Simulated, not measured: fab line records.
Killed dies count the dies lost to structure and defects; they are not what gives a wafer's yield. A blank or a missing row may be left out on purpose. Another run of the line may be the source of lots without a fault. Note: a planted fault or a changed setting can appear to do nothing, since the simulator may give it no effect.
Comparing a struck lot with a sound one -- flow n5-finfet -- 17 out of 1938 route steps
Sound: wafers L153.1, L153.3, L153.6. Struck: wafer L160.6. (L160.2 of the same lot was not struck and is left out.) The cause comes at the end.
At each step with rows: each side's tool, then ch and its chambers, then its first start. Under that, the readings that differ: sound wafers -- struck wafers -- difference of the means -- sigmas: that difference in standard deviations of wafers without a fault.
alike: same words and numbers on both sides, and readings whose means sit less than 2 such deviations apart. not compared: any withheld reading, any reading some wafer has no value for, any bound like >300 that may hide the same value, and any number with overlapping values for which the record gives no deviation.
Wherever a step has rows on one side only, a row that says differs or no value, or a row with sigmas, the two part there. When numbers do not overlap yet have no deviation, they are printed without sigmas and do not part them. A reading that every wafer of one side lacks parts them only if that side has two wafers or more.

first, 7 steps without rows for these wafers: N5_BEOL_M9_COAT_60 (time 60 s, resist thk 30 nm); N5_BEOL_M9_COAT_05 (resist thk 90 nm); N5_BEOL_M9_EBR_07; N5_BEOL_M9_SOFTBAKE_06 (time 60 s); N5_BEOL_M9_EXPOSE_08 (exposes mask M9); N5_BEOL_M9_PEB_09 (peb time 60 s); N5_BEOL_M9_DEVELOP_10 (develop time 30 s).
N5_BEOL_M9_CD_MEAS_11: target cd 64.1 nm.
  sound on cd-sem-01 ch 0, day 11 19:20; struck on cd-sem-01 ch 0, day 14 09:05
  alike: cd-nm
N5_BEOL_M9_OVL_MEAS_12:
  sound on overlay-02 ch 0, day 11 19:22; struck on overlay-01 ch 0, day 14 09:07
  alike: M9_OVL
N5_BEOL_M9_INSPECT_13: inspects for defects (brightfield).
  sound on defect-inspect-02, day 11 19:23; struck on defect-inspect-01, day 14 09:09
reading,sound,struck,difference,sigmas
raw-defect-count,525 558 528,334,-203,-2
N5_BEOL_M9_DESCUM_16: chemistry O2, time 7.9 s.
  sound on rie-diel-05 ch 0,1,2, day 11 19:26; struck on rie-diel-05 ch 3, day 14 09:11
reading,sound,struck,difference,sigmas
drypump-motor-current-A (A),5.9 5.1 5.3,6.3,+0.9,+3
rf-vpp-V (V),243.4 244.0 243.5,247.4,+3.8,+3
  alike: o2-flow-sccm, oes-product-au, showerhead-plenum-p-Torr, throttle-valve-pct
  not compared: rf-hours-counter-h
N5_BEOL_M9_ETCH_61: etches SiARC in CF4, target depth 39 nm, time 65 s.
  sound on rie-diel-05 ch 0,1,2, day 11 19:28; struck on rie-diel-05 ch 3, day 14 09:13
reading,sound,struck,difference,sigmas
drypump-motor-current-A (A),5.8 5.1 5.3,6.3,+0.9,+3
rf-vpp-V (V),183.1 184.1 184.7,186.3,+2.3,+2
  alike: etch-rf-on-time-s, oes-product-au, showerhead-plenum-p-Torr, throttle-valve-pct
  not compared: rf-hours-counter-h
N5_BEOL_M9_ETCH_62: etches SOC in N2/H2, target depth 110 nm, overetch 22 nm, time 165 s.
  sound on rie-diel-05 ch 0,1,2, day 11 19:31; struck on rie-diel-05 ch 3, day 14 09:16
reading,sound,struck,difference,sigmas
drypump-motor-current-A (A),5.9 5.1 5.3,6.3,+0.9,+2
model.SiARC_of_BEOL_M9_COAT_60.thk-nm (nm),23.6 23.6 23.6,22.6,-1.0,
  alike: oes-product-au, rf-vpp-V, showerhead-plenum-p-Torr, throttle-valve-pct
  not compared: rf-hours-counter-h
then, 1 step without rows for these wafers: N5_BEOL_M9_STRIP_68 (strips in N2/H2).
N5_BEOL_M9_STRIP_67: strips in CF4.
  sound on rie-diel-05 ch 0,1,2, day 11 19:40; struck on rie-diel-05 ch 3, day 14 09:25
reading,sound,struck,difference,sigmas
drypump-motor-current-A (A),5.9 5.1 5.3,6.3,+0.9,+2
rf-vpp-V (V),269.5 271.5 270.4,274.0,+3.5,+3
  alike: oes-product-au, showerhead-plenum-p-Torr, throttle-valve-pct
  not compared: rf-hours-counter-h
N5_BEOL_M9_HM_OPEN_17: chemistry Cl2/BCl3, target TiN, target depth 20 nm, overetch 6 nm.
  sound on rie-metal-03 ch 0,1, day 11 19:42; struck on rie-metal-01 ch 0, day 14 09:27
reading,sound,struck,difference,sigmas
oes-product-au (a.u.),0.76 0.75 0.75,0.59,-0.16,-3
model.etch.depth-nm (nm),19.91 19.84 19.79,17.81,-2.04,
  alike: drypump-motor-current-A, throttle-valve-pct
  not compared: rf-hours-counter-h
N5_BEOL_M9_STRIP_19: strips in O2.
  sound on rie-diel-02 ch 0,2,3, day 11 19:49; struck on rie-diel-05 ch 3, day 14 09:34
reading,sound,struck,difference,sigmas
drypump-motor-current-A (A),5.6 5.3 5.5,6.3,+0.8,+3
showerhead-plenum-p-Torr (Torr),2.14 1.99 2.04,2.22,+0.16,+2
  alike: o2-flow-sccm, oes-product-au, rf-vpp-V, throttle-valve-pct
  not compared: rf-hours-counter-h

== WHERE THEY PART ==
Earliest at N5_BEOL_M9_INSPECT_13; latest, in this record, at N5_BEOL_M9_STRIP_19.

WHY: what had been put in by the simulator
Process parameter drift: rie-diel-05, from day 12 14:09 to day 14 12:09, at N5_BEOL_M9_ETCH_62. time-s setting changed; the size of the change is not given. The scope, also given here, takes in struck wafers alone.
